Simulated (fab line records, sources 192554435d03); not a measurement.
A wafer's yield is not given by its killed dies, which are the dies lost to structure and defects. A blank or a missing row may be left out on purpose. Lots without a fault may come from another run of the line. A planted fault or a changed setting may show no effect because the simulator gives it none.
One fault through the eyes of 2 desks | flow n5_finfet | only its own numbers are on each desk; what lay behind them is given at the end

## THE METROLOGY DESK
Lot by lot, what the gauges showed, no matter which tool ran the lot: averages of those sampled wafers that carry a number. The brackets show how far a lot's mean lies from the usual mean; more than 4 standard deviations puts the lot out of limits, marked OUT.
Columns: A = M15_ILD_THK at N5_BEOL_M15_THK_MEAS_01, usual 1636 nm
lot  | first seen here | A
L603 | day 12 06:14    | 1608
L606 | day 14 16:02    | 1617
L610 | day 16 03:13    | 1614
L611 | day 16 08:10    | 1616
L620 | day 18 12:11    | 1671
L621 | day 18 18:45    | 1637
L622 | day 19 02:11    | 1649
L625 | day 19 02:42    | 1656
L623 | day 19 07:01    | 1648
L626 | day 19 09:37    | 1651
This desk's finding: nothing out of limits on any of the 10 lots.

## AT THE TOOL OWNER'S DESK: litho_track-02
The tool's own readings at N5_BEOL_M15_COAT_58 (time 60 s, resist thk 89 nm): means of the sampled wafers that have a number, for each lot that ran on this tool. The brackets show how far a lot's mean lies from the usual mean; more than 4 standard deviations puts the lot out of limits, marked OUT.
Columns: A = resist_line_temp_C at N5_BEOL_M15_COAT_58, usual 23.00 C; B = spin_speed_rpm at N5_BEOL_M15_COAT_58, usual 1500.1 rpm
lot  | first seen here | A     | B
L603 | day 12 06:16    | 23.09 | 1500.4
L606 | day 14 16:04    | 23.12 | 1500.2
L610 | day 16 03:15    | 23.02 | 2243.3 (+99 or more) OUT
L611 | day 16 08:12    | 22.92 | 2243.6 (+99 or more) OUT
This desk's finding: out of limits on L610, L611; first on L610, day 16 03:15 (spin_speed_rpm at N5_BEOL_M15_COAT_58). Within limits: L603, L606.

## PUT TOGETHER
The tool owner's desk could have raised an alarm at day 16 03:15, on L610, L611.
At the metrology desk, nothing out of limits was observed.
The metrology desk holds a record of L610, L611, inside its limits.
Every lot named ran N5_BEOL_M15_COAT_58 on litho_track-02.

## WHAT HAD BEEN PUT IN BY THE SIMULATOR
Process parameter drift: litho_track-02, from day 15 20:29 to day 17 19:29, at N5_BEOL_M15_COAT_58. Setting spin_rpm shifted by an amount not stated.
Struck lots among those shown: L610, L611.
How many hours passed from the start of the fault until each desk's first out-of-limits reading: the tool owner's desk, 7.
